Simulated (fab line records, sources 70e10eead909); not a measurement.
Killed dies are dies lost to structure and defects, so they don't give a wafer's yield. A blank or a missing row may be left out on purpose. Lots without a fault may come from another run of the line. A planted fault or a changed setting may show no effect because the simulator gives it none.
Problem report in the 8D (eight disciplines) form, filled by code | flow nand_harc | the parts of the form that need people (team, actions taken, sign-off) are left out

1. THE PROBLEM
time_to_endpoint_s at NHARC_A_M1_CMP_23 reads a mean of 16 s on 1 wafer of 1 lot; wafers without a fault read 30 s with a standard deviation of 3.3. That is -4.2 standard deviations from the usual mean.
The step: polishes, t overpolish 20 s, target thk 154.34 nm.
First seen on wafer L735.2, day 20 13:29, on cmp-01. The record holds 36 wafers of 12 lots with a number at this step. Rule for "out", or "out of limits": more than 4 standard deviations from the usual mean. The other wafers with a number count as sound.

2. WHAT IT IS AND WHAT IT IS NOT
question                    | is                 | is not
which readings at this step | time_to_endpoint_s | motor_current_A
which lots                  | L735               | L723, L724, L725, L727, L728, L731, L742, L743, L744, L745, L746
which wafers of those lots  | L735.2             | L735.1, L735.5
read on which tools         | cmp-01             | cmp-02, cmp-03
when                        | from day 20 13:29  | up to then (20 sound wafers); but 15 sound wafers of L742, L743, L744, L745, L746 came after

3. SUSPECTS, AND WHAT RULES EACH OUT
Counting: a tool at a process step up to the reading stays a suspect if it ran every lot that is out. Sound lots after the first of them don't rule it out here, since some wafers of a struck lot are sound.
- rie_diel-10 at NHARC_A_M1_ETCH_15 (etches the open film in C4F8/Ar, target depth 182.5 nm, time 91.2 s): kept. It ran the lot that is out, L735 (day 20 12:44); its last sound lot up to then is L727 (day 19 03:10). NHARC_A_M1_ETCH_15 gives no start for some lots, so the hours and the order of its lots are those of NHARC_A_M1_ECD_22.
- ecd_cu-01 at NHARC_A_M1_ECD_22 (material Cu, target thk 400 nm): kept. It ran the lot that is out, L735 (day 20 12:44); its last sound lot up to then is L728 (day 18 08:05).
- cmp-01 at NHARC_A_M1_CMP_23 (polishes, t overpolish 20 s, target thk 154.34 nm): kept. It ran the lot that is out, L735 (day 20 13:29); its last sound lot up to then is L727 (day 19 03:53). Its own readings are out on those wafers: time_to_endpoint_s.
- Within rie_diel-10 at NHARC_A_M1_ETCH_15: the wafers that are out ran in chamber 0; their sound lot-mates ran in chambers 1, 3.
- Within cmp-01 at NHARC_A_M1_CMP_23: the wafers that are out ran in chamber 0; their sound lot-mates ran in chamber 1.
Left after counting: rie_diel-10 at NHARC_A_M1_ETCH_15, ecd_cu-01 at NHARC_A_M1_ECD_22, cmp-01 at NHARC_A_M1_CMP_23.

4. THE CAUSE (what the simulator had put in)
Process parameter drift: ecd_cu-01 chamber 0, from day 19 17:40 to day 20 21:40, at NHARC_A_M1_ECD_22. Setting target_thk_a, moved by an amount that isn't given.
Counting left 3 suspects, and this tool is among them.

5. THE CHAIN OF EFFECTS, in route order
Each row: a reading whose mean over the struck wafers that have a number lies more than 3 standard deviations from the usual. Only readings for which the record gives a usual standard deviation are gone through. hours: the time from each lot's start at the first step in this table that gives one to its start at this step, as a median over the lots. sigmas: the change in usual standard deviations.
hours | step              | reading            | usual | on struck wafers | change | sigmas
0     | NHARC_A_M1_CMP_23 | time_to_endpoint_s | 30 s  | 16               | -14    | -4.2
The process steps in it:
- NHARC_A_M1_CMP_23: polishes, t overpolish 20 s, target thk 154.34 nm.
Later measuring or inspecting steps at which every struck wafer that the step has a row for has a number for every such reading, and none has moved that far: NHARC_A_M1_THK_MEAS_24.

6. WHAT WOULD HAVE CAUGHT IT SOONER
In this record the first reading out of limits was taken at day 20 13:29, 20 hours after the fault began at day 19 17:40.
All the lots that are out (1) had begun NHARC_A_M1_ECD_22 on ecd_cu-01 by day 20 13:29. A hold on the tool at that time would have spared none of them.
